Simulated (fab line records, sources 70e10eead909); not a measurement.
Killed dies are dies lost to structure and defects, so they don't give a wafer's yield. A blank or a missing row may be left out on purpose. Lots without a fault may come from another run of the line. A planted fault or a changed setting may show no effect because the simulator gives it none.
Which tool did it? | flow nand_harc | 14 lots, 42 wafers sampled, at 4 steps of a route of 1159

WHAT THE GAUGES READ, wafer by wafer
NHARC_P_M0_OVL_MEAS_10: pitch 180 nm. Usual: overlay_x_nm 0.1 nm, standard deviation 0.61; overlay_y_nm 0.0 nm, standard deviation 0.81.
lot  | measured     | on         | overlay_x_nm (nm) | overlay_y_nm (nm) | flag
L147 | day 6 06:23  | overlay-02 | -0.1 -0.9 -0.9    | 0.6 0.6 0.6       |
L146 | day 6 07:03  | overlay-02 | 0.6 1.1 1.1       | -1.0 -1.2 -1.0    |
L145 | day 6 07:37  | overlay-02 | 1.4 0.8 1.4       | -0.3 0.5 0.0      |
L148 | day 6 16:49  | overlay-01 | -0.2 0.1 -0.4     | -0.8 -0.5 -0.2    |
L149 | day 6 17:23  | overlay-02 | -0.6 -1.1 0.0     | -0.5 -0.8 -0.4    |
L150 | day 7 00:35  | overlay-01 | -0.8 -0.5 -0.5    | 0.2 0.4 0.1       |
L155 | day 8 12:08  | overlay-01 | 0.8 1.0 1.1       | -0.8 -0.5 -0.9    |
L158 | day 9 00:30  | overlay-02 | 0.3 0.8 0.2       | -0.4 -0.5 -0.3    |
L156 | day 9 03:03  | overlay-02 | 0.6 0.5 0.6       | 0.0 0.4 0.4       |
L164 | day 10 12:13 | overlay-02 | 0.9 0.8 0.7       | -0.3 -0.4 -0.2    |
L165 | day 10 15:37 | overlay-02 | -0.7 -0.4 -0.4    | -0.6 -0.7 0.0     |
L166 | day 10 22:58 | overlay-01 | 1.3 0.4 0.0       | 1.9 1.3 2.1       |
L167 | day 11 05:28 | overlay-01 | 0.2 0.6 -0.1      | 1.4 1.5 1.0       |
L168 | day 11 07:36 | overlay-02 | -0.5 0.6 0.2      | -0.7 -0.6 -0.5    |

NHARC_P_M1_CD_MEAS_09: target cd 130 nm. Usual: cd_nm 130.0 nm, standard deviation 0.73.
lot  | measured     | on        | cd_nm (nm)        | flag
L147 | day 6 10:21  | cd_sem-02 | 129.9 129.8 130.1 |
L146 | day 6 11:03  | cd_sem-01 | 130.3 131.7 130.4 |
L145 | day 6 11:35  | cd_sem-03 | 130.2 129.2 130.4 |
L148 | day 6 20:50  | cd_sem-02 | 129.2 129.0 128.7 |
L149 | day 6 21:13  | cd_sem-03 | 128.3 129.4 128.7 |
L150 | day 7 04:37  | cd_sem-01 | 129.5 129.1 129.0 |
L155 | day 8 16:50  | cd_sem-02 | 129.4 129.1 129.6 |
L158 | day 9 04:34  | cd_sem-02 | 108.4 129.3 109.3 | OFF
L156 | day 9 07:16  | cd_sem-03 | 129.5 108.9 130.1 | OFF
L164 | day 10 16:31 | cd_sem-02 | 130.7 130.4 130.7 |
L165 | day 10 19:35 | cd_sem-03 | 129.8 129.7 130.1 |
L166 | day 11 02:49 | cd_sem-01 | 129.3 130.1 130.8 |
L167 | day 11 09:29 | cd_sem-02 | 130.6 131.1 130.6 |
L168 | day 11 11:34 | cd_sem-01 | 130.3 131.7 130.5 |

NHARC_P_M1_INSPECT_11. Usual: raw_defect_count 3.9, standard deviation 2.2.
lot  | measured     | on                | raw_defect_count | flag
L147 | day 6 10:29  | defect_inspect-01 | 5 5 4            |
L146 | day 6 11:10  | defect_inspect-01 | 4 4 8            |
L145 | day 6 11:44  | defect_inspect-02 | 6 4 7            |
L148 | day 6 20:57  | defect_inspect-01 | 4 2 2            |
L149 | day 6 21:20  | defect_inspect-02 | 0 2 4            |
L150 | day 7 04:44  | defect_inspect-01 | 8 7 7            |
L155 | day 8 16:57  | defect_inspect-02 | 3 3 3            |
L158 | day 9 04:41  | defect_inspect-02 | 4 2 2            |
L156 | day 9 07:23  | defect_inspect-02 | 4 2 4            |
L164 | day 10 16:39 | defect_inspect-02 | 5 2 7            |
L165 | day 10 19:43 | defect_inspect-02 | 5 2 1            |
L166 | day 11 02:56 | defect_inspect-01 | 4 3 5            |
L167 | day 11 09:37 | defect_inspect-02 | 1 2 3            |
L168 | day 11 11:41 | defect_inspect-02 | 7 7 6            |

WHICH TOOL RAN EACH LOT (tool, then ch and the chambers of the sampled wafers, then the start)
lot  | NHARC_P_M1_PEB_07
L147 | litho_track-01 ch 0, day 6 10:16
L146 | litho_track-04 ch 0, day 6 10:58
L145 | litho_track-01 ch 0, day 6 11:30
L148 | litho_track-01 ch 0, day 6 20:45
L149 | litho_track-06 ch 0, day 6 21:08
L150 | litho_track-06 ch 0, day 7 04:32
L155 | litho_track-06 ch 0, day 8 16:45
L158 | litho_track-01 ch 0, day 9 04:29
L156 | litho_track-01 ch 0, day 9 07:11
L164 | litho_track-04 ch 0, day 10 16:27
L165 | litho_track-04 ch 0, day 10 19:31
L166 | litho_track-06 ch 0, day 11 02:44
L167 | litho_track-04 ch 0, day 11 09:25
L168 | litho_track-04 ch 0, day 11 11:29
- NHARC_P_M1_PEB_07: peb time 65 s.

WHAT THE TOOLS THEMSELVES READ (means of the sampled wafers that have a number; where no wafer has one, the mark that the record gives instead)
NHARC_P_M1_PEB_07. Usual: chill_plate_temp_C 23.01 C, standard deviation 0.11; heater_power_total_W 156.7 W, standard deviation 0.42.
lot  | tool           | chill_plate_temp_C (C) | heater_power_total_W (W) | flag
L147 | litho_track-01 | 23.13                  | 156.8                    |
L146 | litho_track-04 | 22.99                  | 157.1                    |
L145 | litho_track-01 | 22.81                  | 156.3                    |
L148 | litho_track-01 | 23.07                  | 156.8                    |
L149 | litho_track-06 | 22.91                  | 157.1                    |
L150 | litho_track-06 | 23.04                  | 156.2                    |
L155 | litho_track-06 | 22.97                  | 156.5                    |
L158 | litho_track-01 | 23.09                  | 193.3                    | OFF
L156 | litho_track-01 | 23.19                  | 174.8                    | OFF
L164 | litho_track-04 | 22.88                  | 156.5                    |
L165 | litho_track-04 | 22.88                  | 156.7                    |
L166 | litho_track-06 | 23.05                  | 156.9                    |
L167 | litho_track-04 | 23.00                  | 156.5                    |
L168 | litho_track-04 | 23.13                  | 156.3                    |

THE ANSWER, worked out from the rows above alone
Rule: a lot is off if the mean of its wafers that have a number lies more than 3 standard deviations from the usual mean. A lot without any number at a reading at which 4 lots or more have one is off too. The other lots that the step has rows for count as sound. The gauges are gone through in route order, then the tools' own readings, and for those a lot's mean is taken as printed above. The first step at which some lot is off is used, and at that step the reading that is off furthest; a lot without a number counts as furthest.
Off: L158, L156, at NHARC_P_M1_CD_MEAS_09 (cd_nm).
A tool fits if, at a process step before that reading, it ran every lot that is off, and no sound lot after the first of them. The gauges at NHARC_P_M1_CD_MEAS_09 aren't tried: what is off there is off at NHARC_P_M1_PEB_07 too, on other tools, and a gauge's error can't cause that. One fits: litho_track-01 at NHARC_P_M1_PEB_07. Its last sound lot is L148 (day 6 20:45), its first lot that is off L158 (day 9 04:29): a fault that began between those two fits.
The tool's own readings at NHARC_P_M1_PEB_07 bear it out: on the lots that are off they differ by more than 5 times the standard deviation of the sound lots' means. heater_power_total_W reads 184.1 W there against 156.6 W on the sound lots.

WHAT THE SIMULATOR HAD PUT IN
Process parameter drift: litho_track-01, from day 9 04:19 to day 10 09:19, at NHARC_P_M1_PEB_07. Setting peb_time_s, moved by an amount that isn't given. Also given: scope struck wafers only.
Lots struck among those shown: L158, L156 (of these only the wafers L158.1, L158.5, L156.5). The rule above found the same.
